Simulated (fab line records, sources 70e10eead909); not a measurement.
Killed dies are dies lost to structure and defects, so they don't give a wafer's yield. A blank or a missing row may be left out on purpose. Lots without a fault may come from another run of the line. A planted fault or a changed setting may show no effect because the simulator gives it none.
Which tool did it? | flow nand_harc | 12 lots, 36 wafers sampled, at 5 steps of a route of 1159

WHAT THE GAUGES READ, wafer by wafer
NHARC_A_M0_CD_MEAS_16.
lot  | measured     | on        | cd_nm (nm)
L769 | day 17 17:14 | cd_sem-03 | 79.9 80.5 80.6
L771 | day 18 02:19 | cd_sem-03 | 80.0 79.9 80.9
L773 | day 18 10:26 | cd_sem-01 | 80.6 80.8 79.2
L775 | day 18 21:39 | cd_sem-01 | 79.6 80.6 80.9
L777 | day 19 16:52 | cd_sem-03 | 80.0 79.8 78.8
L776 | day 19 17:18 | cd_sem-01 | 80.0 79.3 79.8
L778 | day 20 02:59 | cd_sem-01 | 79.8 78.7 78.6
L780 | day 20 09:59 | cd_sem-01 | 80.4 79.4 78.9
L781 | day 21 03:21 | cd_sem-03 | 78.9 80.0 80.0
L787 | day 22 18:23 | cd_sem-03 | 78.8 80.1 79.8
L789 | day 22 22:34 | cd_sem-03 | 80.6 78.0 80.1
L791 | day 23 01:55 | cd_sem-01 | 79.7 81.3 79.3

NHARC_END_SORT_01.
lot  | measured     | on        | defect_limited_yield (%) | killed_at_array | killed_at_other | killed_at_periphery | killed_dies | killed_open | killed_short | sort_bin_2_pct (%) | sort_bin_3_pct (%) | sort_bin_4_pct (%) | sort_n_pass | sort_rim_yield_pct (%) | sort_yield_pct (%)
L787 | day 24 18:03 | prober-02 | 96.9 97.8 98.1           | 11 12 13        | 0 0 0           | 10 3 0              | 21 15 13    | 4 7 4       | 3 1 1        | 1.2 0.9 0.3        | 0 0 0              | 1.9 1.3 1.6        | 656 662 664 | 95 96 100              | 96.9 97.8 98.1

WHICH TOOL RAN EACH LOT (tool, then ch and the chambers of the sampled wafers, then the start)
lot  | NHARC_A_M0_ETCH_34                 | NHARC_A_M0_DEGAS_28          | NHARC_A_M0_CMP_23
L769 | rie_diel-10 ch 1,2,3, day 17 17:01 | pvd_sputter-03, day 17 17:54 | cmp-03 ch 0,2,3, day 17 19:02
L771 | rie_diel-12 ch 0,2,3, day 18 02:07 | pvd_sputter-02, day 18 02:56 | cmp-03 ch 0,2,3, day 18 04:02
L773 | rie_diel-10 ch 0,3, day 18 10:13   | pvd_sputter-02, day 18 11:05 | cmp-03 ch 1,2,3, day 18 12:14
L775 | rie_diel-12 ch 0,3, day 18 21:26   | pvd_sputter-01, day 18 22:17 | cmp-02 ch 0,1, day 18 23:25
L777 | rie_diel-06 ch 1,2, day 19 16:40   | pvd_sputter-01, day 19 17:30 | cmp-02 ch 0,1, day 19 18:51
L776 | rie_diel-06 ch 0,1,2, day 19 17:06 | pvd_sputter-03, day 19 17:59 | cmp-02 ch 0,3, day 19 19:08
L778 | rie_diel-12 ch 0,3, day 20 02:46   | pvd_sputter-01, day 20 03:42 | cmp-03 ch 0,1,2, day 20 04:49
L780 | rie_diel-06 ch 0,1, day 20 09:44   | pvd_sputter-01, day 20 10:36 | cmp-03 ch 0,1,3, day 20 11:45
L781 | rie_diel-06 ch 0,1, day 21 03:08   | pvd_sputter-03, day 21 03:59 | cmp-02 ch 1,2,3, day 21 05:05
L787 | rie_diel-12 ch 1,2,3, day 22 18:11 | pvd_sputter-02, day 22 19:01 | cmp-03 ch 0,3, day 22 20:19
L789 | rie_diel-10 ch 0,1,3, day 22 22:20 | pvd_sputter-01, day 22 23:12 | cmp-03 ch 0,1,2, day 23 00:16
L791 | rie_diel-12 ch 0,2,3, day 23 01:42 | pvd_sputter-02, day 23 02:33 | cmp-04 ch 0,2, day 23 03:40
- NHARC_A_M0_ETCH_34: etches the open film in N2/H2, target depth 40 nm, overetch 12 nm, time 43.94 s.
- NHARC_A_M0_DEGAS_28: time 60 s.
- NHARC_A_M0_CMP_23: polishes, t overpolish 20 s, target thk 113.75 nm.

WHAT THE TOOLS THEMSELVES READ (means of the sampled wafers that have a number; where no wafer has one, the mark that the record gives instead)
NHARC_A_M0_ETCH_34.
lot  | tool        | drypump_motor_current_A (A) | oes_product_au (a.u.) | rf_vpp_V (V) | showerhead_plenum_p_Torr (Torr) | throttle_valve_pct (%)
L769 | rie_diel-10 | 5.4                         | 0.985                 | 429          | 2.00                            | 14.165
L771 | rie_diel-12 | 5.9                         | 1.000                 | 432          | 2.10                            | 14.169
L773 | rie_diel-10 | 5.8                         | 0.985                 | 430          | 1.98                            | 14.166
L775 | rie_diel-12 | 6.1                         | 0.992                 | 430          | 2.00                            | 14.172
L777 | rie_diel-06 | 5.9                         | 1.003                 | 431          | 2.09                            | 14.170
L776 | rie_diel-06 | 5.7                         | 1.009                 | 431          | 2.07                            | 14.175
L778 | rie_diel-12 | 6.3                         | 0.991                 | 431          | 2.09                            | 14.174
L780 | rie_diel-06 | 5.5                         | 0.867                 | 430          | 2.04                            | 14.168
L781 | rie_diel-06 | 5.7                         | 0.908                 | 429          | 1.97                            | 14.175
L787 | rie_diel-12 | 5.9                         | 0.979                 | 432          | 2.07                            | 14.169
L789 | rie_diel-10 | 5.6                         | 0.999                 | 430          | 2.00                            | 14.175
L791 | rie_diel-12 | 5.9                         | 0.985                 | 432          | 2.09                            | 14.168

NHARC_A_M0_DEGAS_28.
lot  | tool           | heater_power_w (W) | susceptor_temp_C (C)
L769 | pvd_sputter-03 | 322                | 249.87
L771 | pvd_sputter-02 | 332                | 249.89
L773 | pvd_sputter-02 | 350                | 250.04
L775 | pvd_sputter-01 | 350                | 250.01
L777 | pvd_sputter-01 | 320                | 249.91
L776 | pvd_sputter-03 | 336                | 249.96
L778 | pvd_sputter-01 | 332                | 249.85
L780 | pvd_sputter-01 | 322                | -
L781 | pvd_sputter-03 | 339                | 250.19
L787 | pvd_sputter-02 | 342                | 250.02
L789 | pvd_sputter-01 | 324                | -
L791 | pvd_sputter-02 | 347                | 249.94

NHARC_A_M0_CMP_23.
lot  | tool   | motor_current_A (A) | retaining_ring_pressure_frac | time_to_endpoint_s (s)
L769 | cmp-03 | 12.3                | 1.002                        | 31.1
L771 | cmp-03 | 12.9                | 0.996                        | 30.4
L773 | cmp-03 | 12.8                | 0.995                        | 28.7
L775 | cmp-02 | 10.9                | 0.996                        | 26.5
L777 | cmp-02 | 10.2                | 1.002                        | 31.5
L776 | cmp-02 | 10.8                | 1.006                        | 31.6
L778 | cmp-03 | 13.8                | 1.000                        | 29.0
L780 | cmp-03 | 11.7                | 0.997                        | 33.5
L781 | cmp-02 | 11.7                | 1.003                        | 30.2
L787 | cmp-03 | 12.0                | 0.997                        | 30.8
L789 | cmp-03 | 13.3                | 1.000                        | 27.8
L791 | cmp-04 | 11.7                | 0.997                        | 35.4

THE ANSWER, worked out from the rows above alone
Rule: what is usual is taken from the lots themselves. Put in order of their means at a reading, lots are off if they are a third of the lots or fewer, leave a main group of 4 or more, and stand apart from it by a gap of 3 or more times the standard deviation of the main group's means; of several such gaps the widest counts. A main group whose means are all the same, to the digits that the tables above print for the reading, isn't used. A lot without any number at a reading at which 4 lots or more have one is off too. The other lots that the step has rows for count as sound. The gauges are gone through in route order, then the tools' own readings, and for those a lot's mean is taken as printed above. The first step at which some lot is off is used, and at that step the reading that is off furthest; a lot without a number counts as furthest.
Off: L780, L781, at NHARC_A_M0_ETCH_34 (oes_product_au). The main group: mean 0.993 a.u., standard deviation 0.0091.
A tool fits if, at that step or a process step before it, it ran every lot that is off, and no sound lot after the first of them. One fits: rie_diel-06 at NHARC_A_M0_ETCH_34. Its last sound lot is L776 (day 19 17:06), its first lot that is off L780 (day 20 09:44): a fault that began between those two fits.
The tool's own readings at NHARC_A_M0_ETCH_34 bear it out: on the lots that are off they differ by more than 5 times the standard deviation of the sound lots' means. oes_product_au reads 0.887 a.u. there against 0.993 a.u. on the sound lots.

WHAT THE SIMULATOR HAD PUT IN
Process parameter drift: rie_diel-06, from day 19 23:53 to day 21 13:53, at NHARC_A_M0_ETCH_34. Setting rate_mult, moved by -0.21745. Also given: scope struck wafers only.
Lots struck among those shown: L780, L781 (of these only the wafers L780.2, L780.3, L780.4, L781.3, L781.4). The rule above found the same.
